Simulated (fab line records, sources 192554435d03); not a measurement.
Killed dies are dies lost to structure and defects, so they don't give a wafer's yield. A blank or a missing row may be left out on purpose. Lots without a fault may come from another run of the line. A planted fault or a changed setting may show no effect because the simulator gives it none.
A struck lot beside a sound one | flow n5_finfet | 31 steps out of a route of 1938
Sound: wafers L103.1, L103.3, L103.5. Struck: wafer L111.4. (L111.2, L111.3 of the same lot were not struck and are left out.) The cause comes at the end.
At each step with rows: each side's tool, then ch and its chambers, then its first start. Under that, the readings that differ: sound wafers | struck wafers | difference of the means | sigmas: that difference in standard deviations of wafers without a fault.
alike: readings whose means differ by less than 2 such deviations, and words and numbers that are the same on both sides. not compared: withheld readings, readings that some wafer has no value for, bounds like >300 that may hide the same value, and numbers for which the record gives no deviation and whose values overlap.
The two part at a step that has a row with sigmas, a row that says differs or no value, or rows on one side only. Numbers that don't overlap but have no deviation are shown without sigmas and don't part them. A reading that every wafer of one side lacks parts them only if that side has two wafers or more.

first, 6 steps without rows for these wafers: N5_BEOL_M0_SAQP_COAT_34 (resist thk 30 nm); N5_BEOL_M0_SAQP_EBR_36; N5_BEOL_M0_SAQP_SOFTBAKE_35 (time 60 s); N5_BEOL_M0_SAQP_EXPOSE_37 (exposes mask M0 CUT1, target cd 30 nm); N5_BEOL_M0_SAQP_PEB_38 (peb time 60 s); N5_BEOL_M0_SAQP_DEVELOP_39 (develop time 30 s).
N5_BEOL_M0_SAQP_CD_MEAS_40: target cd 30 nm.
  sound on cd_sem-02 ch 0, day 5 22:01; struck on cd_sem-01 ch 0, day 8 00:59
  alike: cd_nm
N5_BEOL_M0_SAQP_OVL_MEAS_41:
  sound on overlay-02 ch 0, day 5 22:03; struck on overlay-01 ch 0, day 8 01:01
  alike: M0_CUT1_OVL
N5_BEOL_M0_SAQP_INSPECT_42: inspects for defects (brightfield).
  sound on defect_inspect-01, day 5 22:07; struck on defect_inspect-02, day 8 01:04
  alike: raw_defect_count
N5_BEOL_M0_SAQP_DESCUM_45: chemistry O2, time 7 s.
  sound on rie_diel-05 ch 0,1,3, day 5 22:09; struck on rie_diel-05 ch 0, day 8 01:07
  alike: drypump_motor_current_A, o2_flow_sccm, oes_product_au, rf_vpp_V, showerhead_plenum_p_Torr, throttle_valve_pct
  not compared: rf_hours_counter_h
N5_BEOL_M0_SAQP_ETCH_88: etches underlayer in N2/H2, target depth 6.5 nm, time 5.2 s.
  sound on rie_diel-05 ch 0,1,3, day 5 22:11; struck on rie_diel-05 ch 0, day 8 01:08
  alike: drypump_motor_current_A, etch_rf_on_time_s, oes_product_au, rf_vpp_V, showerhead_plenum_p_Torr, throttle_valve_pct
  not compared: rf_hours_counter_h
then, 1 step without rows for these wafers: N5_BEOL_M0_SAQP_ETCH_73 (etches SiARC in CF4, target depth 19.5 nm, time 32.5 s).
N5_BEOL_M0_SAQP_CUT_ETCH_46: etches SOC in N2/H2, target depth 135 nm, overetch 27 nm, time 202.5 s.
  sound on rie_diel-05 ch 0,1,3, day 5 22:14; struck on rie_diel-05 ch 0, day 8 01:11
  alike: drypump_motor_current_A, rf_vpp_V, showerhead_plenum_p_Torr, throttle_valve_pct
  not compared: rf_hours_counter_h
then, 3 steps without rows for these wafers: N5_BEOL_M0_SAQP_STRIP_74 (strips in N2/H2); N5_BEOL_M0_SAQP_STRIP_89 (strips in N2/H2); N5_BEOL_M0_SAQP_ALD_48 (deposits SiO2, target thk 20 nm, pulse time 1 s, co reactant pulse time 1 s).
N5_BEOL_M0_SAQP_ETCH_49: etches SiO2 in CF4/O2, target depth 37 nm.
  sound on rie_diel-05 ch 1,3, day 5 23:17; struck on rie_diel-06 ch 0, day 8 01:56
  alike: drypump_motor_current_A, oes_product_au, rf_vpp_V, showerhead_plenum_p_Torr, throttle_valve_pct
  not compared: rf_hours_counter_h
N5_BEOL_M0_SAQP_STRIP_75: strips in CF4.
  sound on rie_diel-05 ch 1,3, day 5 23:23; struck on rie_diel-06 ch 0, day 8 02:02
  alike: drypump_motor_current_A, oes_product_au, rf_vpp_V, showerhead_plenum_p_Torr, throttle_valve_pct
  not compared: rf_hours_counter_h
then, 7 steps without rows for these wafers: N5_BEOL_M0_CUTY_COAT_50 (time 60 s, resist thk 15 nm); N5_BEOL_M0_CUTY_COAT_51 (resist thk 150 nm); N5_BEOL_M0_CUTY_EBR_52; N5_BEOL_M0_CUTY_SOFTBAKE_53 (time 60 s); N5_BEOL_M0_CUTY_EXPOSE_54 (exposes mask M0 ABLK); N5_BEOL_M0_CUTY_PEB_55 (peb time 60 s); N5_BEOL_M0_CUTY_DEVELOP_56 (develop time 30 s).
N5_BEOL_M0_CUTY_CD_MEAS_57: target cd 200 nm.
  sound on cd_sem-01 ch 0, day 5 23:46; struck on cd_sem-01 ch 0, day 8 02:25
  alike: cd_nm
N5_BEOL_M0_CUTY_OVL_MEAS_58:
  sound on overlay-01 ch 0, day 5 23:48; struck on overlay-02 ch 0, day 8 02:27
  alike: M0_ABLK_OVL
N5_BEOL_M0_CUTY_INSPECT_59: inspects for defects (macro).
  sound on defect_inspect-01, day 5 23:50; struck on defect_inspect-02, day 8 02:28
  reading          | sound | struck | difference | sigmas
  raw_defect_count | 4 2 4 | 27     | +24        | +15
N5_BEOL_M0_CUTY_DESCUM_61: chemistry O2, time 7.9 s.
  sound on rie_diel-02 ch 0,1,2, day 5 23:52; struck on rie_diel-02 ch 1, day 8 02:31
  alike: drypump_motor_current_A, o2_flow_sccm, oes_product_au, rf_vpp_V, showerhead_plenum_p_Torr, throttle_valve_pct
  not compared: rf_hours_counter_h
-- the record jumps here: 3 days lie between the struck wafers' starts before and after (it left off in module BEOL_M0_CUTY and takes up again in module BEOL_M4, whose first step shown is number 1111 of the route) --
N5_BEOL_M4_RC_MEAS_101:
  sound on prober-02 ch 0, day 8 20:25; struck on prober-01 ch 0, day 10 21:52
  alike: DIBL_N, DIBL_P, IOFF_N, IOFF_P, ION_N, ION_P, SS_N, SS_P, VT_N, VT_P
-- the record jumps here: 4 days lie between the struck wafers' starts before and after (it left off in module BEOL_M4 and takes up again in module PASSIVATION, whose first step shown is number 1936 of the route) --
N5_PASSIVATION_PROBE_49:
  the record has rows for the struck wafers here (prober-02, day 15 04:28) and none for the sound ones

WHERE THEY PART
First at N5_BEOL_M0_CUTY_INSPECT_59; last, within this record, at N5_PASSIVATION_PROBE_49.

WHY: what the simulator had put in
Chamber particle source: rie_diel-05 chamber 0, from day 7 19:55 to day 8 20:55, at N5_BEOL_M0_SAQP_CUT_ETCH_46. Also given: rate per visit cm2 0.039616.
